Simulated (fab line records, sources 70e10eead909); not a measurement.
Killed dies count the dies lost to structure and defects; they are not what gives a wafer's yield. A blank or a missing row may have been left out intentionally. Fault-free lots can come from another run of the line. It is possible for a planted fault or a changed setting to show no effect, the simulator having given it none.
Problem report in the 8D (eight disciplines) form, filled by code	flow nand_harc	the parts of the form that need people (team, actions taken, sign-off) are left out

1. WHAT WENT WRONG
At NHARC_P_GATE_INSPECT_68, raw_defect_count averages 1442 over 6 wafers from 2 lots, while fault-free wafers read 207, standard deviation 88. Measured from the usual mean, that is +14 standard deviations.
Seen first at day 9 09:14 on defect_inspect-01, wafer L635.1. The record holds 33 wafers of 11 lots with a number at this step. Rule for "out", or "out of limits": more than 4 standard deviations from the usual mean. The other wafers with a number count as sound.

2. WHAT THIS IS AND IS NOT
question	is	is not
which readings at this step	raw_defect_count	-
which lots	L635, L636	L623, L624, L625, L626, L627, L639, L640, L642, L644
which wafers of those lots	all that have a number	-
read on which gauges	defect_inspect-01	defect_inspect-02
when	from day 9 09:14	up to then (15 sound wafers); but 12 sound wafers of L639, L640, L642, L644 came after

3. THE SUSPECTS, EACH WITH WHAT RULES IT OUT
Counting: a tool at a process step up to the reading stays a suspect if it ran every lot that is out and no sound lot after the first of them.
- the gauge at NHARC_P_GATE_INSPECT_68: ruled out. All the wafers that are out were read on defect_inspect-01, but those of them that NHARC_END_SORT_01 has rows for are out there too, on other tools.
- plasma_asher-02 at NHARC_P_GATE_STRIP_113 (strips in N2/H2, time 740 s): ruled out as a lasting fault. Sound lots L640, L642 ran on it after its first lot that is out, L635 (day 9 06:41).
- rtp_anneal-02 at NHARC_P_GATE_RTA_64 (time 1 s): kept. Every lot that is out went through it, starting with L635 (day 9 07:58), and after that it ran no sound lot; the last sound lot it ran before then is L626 (day 6 18:47).
- pvd_sputter-01 at NHARC_P_GATE_SPUTTER_79 (material TiN, target thk 10 nm): kept. Every lot that is out went through it, starting with L635 (day 9 08:28), and after that it ran no sound lot; the last sound lot it ran before then is L627 (day 6 19:38).
Left after counting: rtp_anneal-02 at NHARC_P_GATE_RTA_64, pvd_sputter-01 at NHARC_P_GATE_SPUTTER_79.

4. THE CAUSE (what the simulator had put in)
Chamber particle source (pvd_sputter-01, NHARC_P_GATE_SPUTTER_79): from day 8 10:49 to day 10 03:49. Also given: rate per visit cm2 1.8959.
2 suspects survive the count, and this tool is in that group.

5. SEQUENCE OF EFFECTS, ordered by route
Rows list readings where the struck wafers' mean (over those with a number) sits beyond 3 standard deviations from the usual. Readings are gone through only where the record gives a usual standard deviation; hours: the median, over the lots, of the time from a lot's start at the first step in this table giving one to that lot's start at this step; sigmas: the change measured in usual standard deviations.
hours	step	reading	usual	on struck wafers	change	sigmas
0	NHARC_P_GATE_INSPECT_68	raw_defect_count	207	1442	+1235	+14
383	NHARC_END_SORT_01	killed_at_periphery	3.7	90.5	+86.8	+32
383	NHARC_END_SORT_01	killed_dies	31	114	+83	+6.9

6. HOW IT WOULD HAVE BEEN CAUGHT EARLIER
In this record the first reading out of limits at a measuring or inspecting step was taken at day 9 09:14, 22 hours after the fault began at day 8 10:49.
Lots out: 2; of these, L636 started NHARC_P_GATE_SPUTTER_79 on pvd_sputter-01 after day 9 09:14. A tool hold placed at that time would have kept it from harm.
